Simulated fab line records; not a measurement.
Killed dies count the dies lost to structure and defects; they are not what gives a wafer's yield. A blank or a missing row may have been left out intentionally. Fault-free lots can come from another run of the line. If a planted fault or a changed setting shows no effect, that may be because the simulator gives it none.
Struck lot and sound lot, side by side ; flow nandHarc ; 14 steps out of a route of 1159
Sound: these wafers, L816.3, L816.4, L816.5. Struck: wafer L828.5. (L828.3, L828.6 of the same lot were not struck and are left out.) The cause comes at the end.
For every step that has rows: the tool of each side, followed by ch and its chambers, followed by its first start. Under that, the readings that differ: sound wafers ; struck wafers ; difference of the means ; sigmas: that difference in standard deviations of wafers without a fault.
alike: readings whose means differ by less than 2 such deviations, and words and numbers that are the same on both sides. not compared: withheld readings, readings that some wafer has no value for, bounds like >300 that may hide the same value, and numbers for which the record gives no deviation and whose values overlap.
The two part at a step that has a row with sigmas, a row that says differs or no value, or rows on one side only. Non-overlapping numbers with no deviation appear without sigmas and do not part them. Lack of a reading on every wafer of one side parts them only where that side has two or more wafers.

first, 5 steps without rows for these wafers: NHARC_A_STAIRCASE_EBR_05; NHARC_A_STAIRCASE_EXPOSE_06 (exposes mask STAIR); NHARC_A_STAIRCASE_PEB_07 (peb time 130 s); NHARC_A_STAIRCASE_DEVELOP_08 (time 140 s); NHARC_A_STAIRCASE_HARDBAKE_10 (time 140 s).
NHARC_A_STAIRCASE_DESCUM_11: chemistry O2, time 3 s.
  sound on rieDiel-11 ch 0,2, day 13 18:43; struck on rieDiel-11 ch 3, day 14 19:15
  alike: drypumpMotorCurrentA, oesProductAu, rfVppV, showerheadPlenumPTorr, throttleValvePct
  not compared: rfHoursCounterH
then, 1 step without rows for these wafers: NHARC_A_STAIRCASE_TRIM_12 (chemistry O2, time 211.2 s).
NHARC_A_STAIRCASE_ETCH_13: etches the open film in C4F8/O2, target depth 100 nm, time 40.5 s.
  sound: rieDiel-11 ch 0,3; struck: rieDiel-11 ch 3
reading;sound;struck;difference;sigmas
oesProductAu (a.u.);0.952 0.930 0.959;0.915;-0.032;-3
  alike: rfVppV
  not compared: rfHoursCounterH
NHARC_A_STAIRCASE_TRIM_14: chemistry O2, time 211.2 s.
  sound: rieDiel-11 ch 1,2; struck: rieDiel-11 ch 2
  alike: drypumpMotorCurrentA, oesProductAu, rfVppV, showerheadPlenumPTorr, throttleValvePct
  not compared: rfHoursCounterH
NHARC_A_STAIRCASE_ETCH_15: etches the open film in C4F8/O2, target depth 100 nm, time 40.5 s.
  sound: rieDiel-11 ch 0,2; struck: rieDiel-11 ch 2
reading;sound;struck;difference;sigmas
rfVppV (V);905 889 906;888;-12;-2
  alike: oesProductAu
  not compared: rfHoursCounterH
then, 1 step without rows for these wafers: NHARC_A_STAIRCASE_TRIM_16 (chemistry O2, time 211.2 s).
NHARC_A_STAIRCASE_ETCH_17: etches the open film in C4F8/O2, target depth 100 nm, time 40.5 s.
  sound on rieDiel-11 ch 0,3, day 13 19:40; struck on rieDiel-11 ch 2, day 14 20:31
reading;sound;struck;difference;sigmas
oesProductAu (a.u.);0.941 0.935 0.930;1.072;+0.137;+11
rfVppV (V);905 898 905;887;-16;-3
  not compared: rfHoursCounterH
NHARC_A_STAIRCASE_TRIM_18: chemistry O2, time 211.2 s.
  sound: rieDiel-11 ch 0,2,3; struck: rieDiel-11 ch 2
  alike: drypumpMotorCurrentA, oesProductAu, rfVppV, showerheadPlenumPTorr, throttleValvePct
  not compared: rfHoursCounterH
-- break in the record here, with 12 days between the starts of the struck wafers on either side (left off in module A_STAIRCASE, picked up again in module END, where the first step shown is number 1159 on the route) --
NHARC_END_SORT_01:
  here the record holds rows for the struck wafers (prober-01 ch 0, day 26 21:52) but none for the sound ones

== WHERE THEY PART ==
First at NHARC_A_STAIRCASE_ETCH_13; last, within this record, at NHARC_END_SORT_01.

WHY: whatever the simulator had introduced
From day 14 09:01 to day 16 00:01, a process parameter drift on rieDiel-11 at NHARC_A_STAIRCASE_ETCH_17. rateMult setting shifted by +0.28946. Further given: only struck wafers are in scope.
